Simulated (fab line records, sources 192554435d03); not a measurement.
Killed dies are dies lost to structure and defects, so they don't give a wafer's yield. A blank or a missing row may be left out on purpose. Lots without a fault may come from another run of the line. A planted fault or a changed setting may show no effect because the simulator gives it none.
Split-lot experiment | flow n5_finfet | 7 lots, 21 wafers read, on a route of 1938 steps

THE SPLIT
At N5_BEOL_M7_TRENCH_ETCH_37 (etches SiCOH lowk in C4F6/O2, target depth 93.478 nm, time 31.2 s), the setting source_w was moved away from the recipe's 345 W on 10 of the 21 wafers read, by -17.3% to +8.3%. The other wafers ran this setting at the recipe's value.

The reading is taken at the split's own step.

THE READING
rf_vpp_V, in V, at N5_BEOL_M7_TRENCH_ETCH_37 (etches SiCOH lowk in C4F6/O2, target depth 93.478 nm, time 31.2 s). Fault-free wafers of this fab line usually give 664 V, standard deviation 14 V.

wafer  | tool, chamber at the split | source_w as run, W | against the recipe | rf_vpp_V, V | against lot-mates on the recipe
L075.1 | rie_diel-05, 1             | 293.1              | -15.0%             | 711         | +60
L075.4 | rie_diel-05, 2             | 345                | recipe             | 651         | -
L075.5 | rie_diel-05, 2             | 293.1              | -15.0%             | 707         | +56
L080.3 | rie_diel-04, 2             | 325.4              | -5.7%              | 691         | +22
L080.4 | rie_diel-04, 1             | 325.4              | -5.7%              | 708         | +39
L080.6 | rie_diel-04, 2             | 345                | recipe             | 669         | -
L085.4 | rie_diel-04, 3             | 345                | recipe             | 669         | -
L085.5 | rie_diel-04, 0             | 345                | recipe             | 644         | -
L085.6 | rie_diel-04, 2             | 319.9              | -7.3%              | 697         | +40
L083.3 | rie_diel-05, 2             | 373.8              | +8.3%              | 623         | -37
L083.5 | rie_diel-05, 2             | 373.8              | +8.3%              | 622         | -38
L083.6 | rie_diel-05, 3             | 345                | recipe             | 660         | -
L084.1 | rie_diel-05, 2             | 345                | recipe             | 650         | -
L084.2 | rie_diel-05, 1             | 345                | recipe             | 654         | -
L084.5 | rie_diel-05, 2             | 345                | recipe             | 650         | -
L090.2 | rie_diel-04, 3             | 363.6              | +5.4%              | 652         | -35
L090.3 | rie_diel-04, 1             | 363.6              | +5.4%              | 667         | -20
L090.6 | rie_diel-04, 1             | 345                | recipe             | 687         | -
L092.1 | rie_diel-01, 2             | 345                | recipe             | 677         | -
L092.2 | rie_diel-01, 3             | 285.3              | -17.3%             | 743         | +67
L092.4 | rie_diel-01, 1             | 345                | recipe             | 675         | -

THE FIT
A straight line over all 21 wafers: rf_vpp_V changes by -3.82 V for each +1% of source_w; r = -0.89; the points scatter about the line by 14 V.
The same after taking each lot's own level away (the mean of its wafers on the recipe; 21 wafers): -4.2 V for each +1%; r = -0.97; scatter 7 V.
On that fit, the largest move of source_w shifts the reading by 73 V.
The lots' own levels span 651.0 to 687.0 V, that is 2.6 times the standard deviation above.
So the lot-to-lot level changes the slope little: the two slopes agree.
Check: with one of the wafers moved furthest among these (-17.3%) left out of the fit, the line predicts +74.5 V for it against its lot-mates. It came out at +67 V against them.
Tool readings at the split's step, against how far the setting was moved: rf_vpp_V r = -0.89.

OTHER SPLITS ON THESE WAFERS
These wafers also went through other splits before the reading. Each is held against what the fit with the lots' levels taken away leaves over:
other split on the same wafers | wafers away from the commonest value | r with rf_vpp_V (lot level and that fit taken away)
N5_BEOL_M5_EXPOSE_08 dose_mj   | 5                                    | +0.20
N5_BEOL_M6_COAT_22 spin_rpm    | 8                                    | -0.07
N5_BEOL_M6_ETCH_66 bias_w      | 8                                    | +0.03

THE WHOLE CHAIN: every reading that the file lists as answering this split, in the file's order
step                      | what it does                                                      | reading                                                                   | change (the file's fit)               | r (the file's)
N5_BEOL_M7_TRENCH_ETCH_37 | etches SiCOH lowk in C4F6/O2, target depth 93.478 nm, time 31.2 s | rf_vpp_V                                                                  | -4.17 V for each +1% of the setting   | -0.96
N5_BEOL_M7_TRENCH_ETCH_37 | etches SiCOH lowk in C4F6/O2, target depth 93.478 nm, time 31.2 s | etch.depth_nm (the simulator's own value, which no gauge read)            | +0.41 nm for each +1% of the setting  | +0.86
N5_BEOL_M7_TRENCH_ETCH_37 | etches SiCOH lowk in C4F6/O2, target depth 93.478 nm, time 31.2 s | BEOL_M7.feature_depth_nm (the simulator's own value, which no gauge read) | +0.409 nm for each +1% of the setting | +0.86

THE FILE'S OWN FIT
rf_vpp_V changes by -4.17 V for each +1% of source_w, r = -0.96.
